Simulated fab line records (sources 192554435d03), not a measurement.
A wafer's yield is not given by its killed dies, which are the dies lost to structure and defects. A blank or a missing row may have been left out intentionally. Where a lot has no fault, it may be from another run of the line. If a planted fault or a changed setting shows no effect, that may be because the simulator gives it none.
Chamber matching :: flow n5-finfet :: N5_FIN_SAQP_ALD_61 on ald-sin-01: 3 sister chambers
The step deposits SiO2, target thk 4 nm, pulse time 1 s, purge time 2 s. 14 wafers are shown with their chamber, then 5 later ones without.

WAFERS PAIRED WITH THEIR CHAMBERS
wafer: L074.3
chamber: 2
heater-power-w (W): 561
precursor-pulse-height-rel: 0.996

wafer: L074.5
chamber: 3
heater-power-w (W): 440
precursor-pulse-height-rel: 0.995

wafer: L074.6
chamber: 2
heater-power-w (W): 553
precursor-pulse-height-rel: 0.988

wafer: L078.1
chamber: 3
heater-power-w (W): 436
precursor-pulse-height-rel: 0.992

wafer: L078.5
chamber: 2
heater-power-w (W): 562
precursor-pulse-height-rel: 1.001

wafer: L078.6
chamber: 1
heater-power-w (W): 442
precursor-pulse-height-rel: 1.017

wafer: L079.1
chamber: 3
heater-power-w (W): 443
precursor-pulse-height-rel: 0.994

wafer: L079.2
chamber: 1
heater-power-w (W): 437
precursor-pulse-height-rel: 0.999

wafer: L079.3
chamber: 2
heater-power-w (W): 570
precursor-pulse-height-rel: 1.034

wafer: L080.1
chamber: 2
heater-power-w (W): 565
precursor-pulse-height-rel: 0.976

wafer: L080.3
chamber: 1
heater-power-w (W): 417
precursor-pulse-height-rel: 0.959

wafer: L080.6
chamber: 3
heater-power-w (W): 440
precursor-pulse-height-rel: 1.000

wafer: L082.3
chamber: 2
heater-power-w (W): 550
precursor-pulse-height-rel: 0.986

wafer: L082.4
chamber: 1
heater-power-w (W): 430
precursor-pulse-height-rel: 0.991

SIGNATURES, as means of the wafers listed above
reading: heater-power-w
chamber 1: 431.50
chamber 2: 560.17
chamber 3: 439.75
scatter within a chamber: 7.73

reading: precursor-pulse-height-rel
chamber 1: 0.99150
chamber 2: 0.99683
chamber 3: 0.99525
scatter within a chamber: 0.0187
Rule: for each reading, subtract the chamber's mean from the wafer's reading, divide by that reading's scatter and square the result; add these up over the readings and take the root, which gives the wafer's distance from the chamber. The wafer belongs to the nearest chamber; if the next one is less than 2 further off, it can't be placed. The scatter is the square root of a quotient: the sum, over the shown wafers, of each reading's squared deviation from its chamber's mean, divided by wafers minus chambers.

WAFERS MISSING THEIR CHAMBER
wafer: L082.6
heater-power-w (W): 430
precursor-pulse-height-rel: 1.008

wafer: L089.1
heater-power-w (W): 541
precursor-pulse-height-rel: 0.985

wafer: L089.5
heater-power-w (W): 412
precursor-pulse-height-rel: 1.029

wafer: L097.1
heater-power-w (W): 414
precursor-pulse-height-rel: 1.015

wafer: L097.6
heater-power-w (W): 421
precursor-pulse-height-rel: 0.968

WHICH CHAMBER EACH WENT THROUGH
wafer: L082.6
from the rows above: can't be placed: 1 or 3
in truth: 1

wafer: L089.1
from the rows above: 2
in truth: 2

wafer: L089.5
from the rows above: can't be placed: 1 or 3
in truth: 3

wafer: L097.1
from the rows above: can't be placed: 1 or 3
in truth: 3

wafer: L097.6
from the rows above: can't be placed: 1 or 3
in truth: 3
Placed correctly: 1 of 5. These rows do not allow placing 4 (true chamber among the candidates in 4). 0 placed wrongly.
